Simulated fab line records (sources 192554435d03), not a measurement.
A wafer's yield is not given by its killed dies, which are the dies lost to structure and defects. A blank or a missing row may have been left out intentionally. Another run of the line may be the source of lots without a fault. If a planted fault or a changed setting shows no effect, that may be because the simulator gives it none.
Code-filled problem report in 8D (eight disciplines) form | flow n5_finfet | the parts of the form that need people (team, actions taken, sign-off) are left out

== 1. WHAT IS WRONG ==
Mean of trench_depth_nm at N5_BEOL_M9_OCD_MEAS_38: 102.6 nm across 4 wafers in 2 lots; on wafers with no fault it is 151.8 nm (standard deviation 2.8). That puts it -18 standard deviations away from the usual mean.
Earliest sighting: wafer L856.1 on ocd-01 at day 13 09:52. The record has a number at this step for 24 wafers belonging to 8 lots. The rule behind "out" and "out of limits": a value lying over 4 standard deviations away from the usual mean. Any other wafer with a number is counted as sound.

== 2. WHAT IT IS, AND WHAT IT ISN'T ==
question                    | is                             | is not
which readings at this step | trench_depth_nm                | -
which lots                  | L856, L857                     | L847, L859, L860, L861, L865, L867
which wafers of those lots  | L856.1, L856.3, L857.1, L857.3 | L856.5, L857.4
read on which gauges        | ocd-01, ocd-02                 | -
when                        | from day 13 09:52              | up to then (4 sound wafers); but 16 sound wafers of L857, L859, L860, L861, L865, L867 came after

== 3. SUSPECTS, AND WHAT RULES EACH OUT ==
Counting: any tool at a process step up to the reading remains a suspect provided it ran every lot that is out. Sound lots after the first of them don't rule it out here, since some wafers of a struck lot are sound.
- the gauge at N5_BEOL_M9_OCD_MEAS_38 has been ruled out. 2 gauges (ocd-01, ocd-02) read the wafers that are out.
- rie_diel-03 at N5_BEOL_M9_ETCH_62 (etches SOC in N2/H2, target depth 110 nm, overetch 22 nm, time 165 s): kept. It ran every lot that is out, first L856 (day 13 08:25).
- Within rie_diel-03 at N5_BEOL_M9_ETCH_62: the wafers that are out ran in chambers 1, 2; their sound lot-mates ran in chamber 0.
Left after counting: rie_diel-03 at N5_BEOL_M9_ETCH_62.

== 4. THE CAUSE (what the simulator had put in) ==
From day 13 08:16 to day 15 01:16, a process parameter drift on rie_diel-03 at N5_BEOL_M9_ETCH_62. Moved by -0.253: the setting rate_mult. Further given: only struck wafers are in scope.
After counting, this tool was the only one left.

== 5. SEQUENCE OF EFFECTS, ordered by route ==
Rows list readings where the struck wafers' mean (over those with a number) sits beyond 3 standard deviations from the usual. Scope: only readings with a usual standard deviation given in the record; hours: median across lots of the time from each lot's start at the first step in this table that gives one to its start at this step; sigmas: change in usual standard deviations.
hours | step                    | reading              | usual    | on struck wafers | change | sigmas
0     | N5_BEOL_M9_OCD_MEAS_38  | trench_depth_nm      | 151.8 nm | 102.6            | -49.2  | -18
66    | N5_PASSIVATION_PROBE_49 | defect_limited_yield | 91.3 %   | 63.3             | -28.0  | -20
66    | N5_PASSIVATION_PROBE_49 | killed_at_M4_up      | 13       | 345              | +332   | +63
66    | N5_PASSIVATION_PROBE_49 | killed_dies          | 102      | 433              | +331   | +19
66    | N5_PASSIVATION_PROBE_49 | killed_on_rim        | 13       | 31               | +18    | +4.7
66    | N5_PASSIVATION_PROBE_49 | sort_bin_5_function  | 5.1 %    | 33.0             | +27.9  | +28
66    | N5_PASSIVATION_PROBE_49 | sort_n_pass          | 1078     | 747              | -331   | -19
66    | N5_PASSIVATION_PROBE_49 | sort_yield_pct       | 91.3 %   | 63.3             | -28.0  | -20
It contains these process steps:
- N5_PASSIVATION_PROBE_49

== 6. WHAT WOULD HAVE CAUGHT IT SOONER ==
In this record the first reading out of limits at a measuring or inspecting step was taken at day 13 09:52, 2 hours after the fault began at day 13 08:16.
Tool readings at N5_BEOL_M9_ETCH_62 with a usual standard deviation given in the record: none out on any struck wafer, hence no alarm at a limit of 4 standard deviations on them.
Among the 2 lots that are out, L857 began N5_BEOL_M9_ETCH_62 on rie_diel-03 after day 13 09:52. A hold on the tool at that time would have spared it.
